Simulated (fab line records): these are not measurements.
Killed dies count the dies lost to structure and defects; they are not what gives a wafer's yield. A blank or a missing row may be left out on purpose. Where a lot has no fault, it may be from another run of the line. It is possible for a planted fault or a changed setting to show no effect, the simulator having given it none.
Split-lot study -- flow n5 finfet -- on a route of 1938 steps: 7 lots, 21 wafers read

## THE SPLIT
At N5_BEOL_M11_PECVD_70 (deposits SiO2 from TEOS/O2, target thk 20 nm, time 22.7 s), the setting time s was moved away from the recipe's 22.7 s on 4 of the 21 wafers read, by -8.7% to +7.5%. For the rest of the wafers, this setting stayed at what the recipe calls for.

The reading comes from the split's own step.

## THE READING
SiO2_of_BEOL_M11_PECVD_70.thk nm (the simulator's own value, which no gauge read), in nm, at N5_BEOL_M11_PECVD_70 (deposits SiO2 from TEOS/O2, target thk 20 nm, time 22.7 s). The file does not state a usual value for it. The 17 wafers here that ran the recipe average 20.1 nm, standard deviation 0.23 nm.

wafer,"tool, chamber at the split","time s as run, s",against the recipe,"SiO2_of_BEOL_M11_PECVD_70.thk nm, nm",against lot-mates on the recipe
L074.3,"pecvd-02, 2,0",22.7,recipe,20,-
L074.6,"pecvd-02, 2,0",22.7,recipe,20,-
L074.4,"pecvd-02, 2",24.4,+7.5%,21.6,+1.6
L078.3,"pecvd-04, 1",22.7,recipe,20.2,-
L078.4,"pecvd-04, 0",22.7,recipe,19.8,-
L078.5,"pecvd-04, 0",22.7,recipe,20,-
L080.1,"pecvd-01, 0",22.7,recipe,20,-
L080.5,"pecvd-01, 1",22.7,recipe,20.2,-
L080.6,"pecvd-01, 0",22.7,recipe,20.4,-
L083.1,"pecvd-04, 0",22.7,recipe,20.2,-
L083.4,"pecvd-04, 2",22.7,recipe,20.4,-
L083.5,"pecvd-04, 0",20.72,-8.7%,18.4,-1.9
L084.3,"pecvd-01, 0",22.7,recipe,20,-
L084.4,"pecvd-01, 2",22.7,recipe,20.4,-
L084.5,"pecvd-01, 0",22.7,recipe,20.2,-
L093.2,"pecvd-02, 1",22.7,recipe,19.6,-
L093.4,"pecvd-02, 2",22.7,recipe,20,-
L093.6,"pecvd-02, 0",22.7,recipe,19.8,-
L094.2,"pecvd-02, 0",24.38,+7.4%,21.6,+1.2
L094.5,"pecvd-02, 1",24.38,+7.4%,21.8,+1.4
L094.6,"pecvd-02, 0",22.7,recipe,20.4,-
Where a row lists several chambers, the file gives one row for several wafers and doesn't say which wafer went through which chamber.

FIT RESULTS
A straight line over all 21 wafers: SiO2_of_BEOL_M11_PECVD_70.thk nm changes by +0.206 nm for each +1% of time s; r = +0.96; the points scatter about the line by 0.22 nm.
The same after taking each lot's own level away (the mean of its wafers on the recipe; 21 wafers): +0.199 nm for each +1%; r = +0.98; scatter 0.15 nm.
According to that fit, moving time s by its largest amount changes the reading by 1.7 nm.
The lots' own levels span 19.80 to 20.40 nm, that is 2.6 times the standard deviation above.
Hence the lot-to-lot level has little effect on the slope; both slopes agree.
Check: for one of the wafers moved furthest among these (-8.7%), held out of the fit, the line's prediction against its lot-mates is -1.64 nm. It came out at -1.9 nm against them.

## THE OTHER SPLITS THESE WAFERS WENT THROUGH
Note: prior to the reading, these wafers also went through further splits. Each is held against what the fit with the lots' levels taken away leaves over:
other split on the same wafers,wafers away from the commonest value,r with SiO2_of_BEOL_M11_PECVD_70.thk nm (lot level and that fit taken away)
N5_BEOL_M7_EXPOSE_08 dose mj,6,+0.19
N5_BEOL_M7_DEP_56 time s,7,-0.20
N5_BEOL_M8_COAT_60 spin rpm,5,-0.13
N5_BEOL_M9_COAT_59 spin rpm,9,-0.08

## FILE'S OWN FIT
SiO2_of_BEOL_M11_PECVD_70.thk nm changes by +0.204 nm for each +1% of time s, r = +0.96.
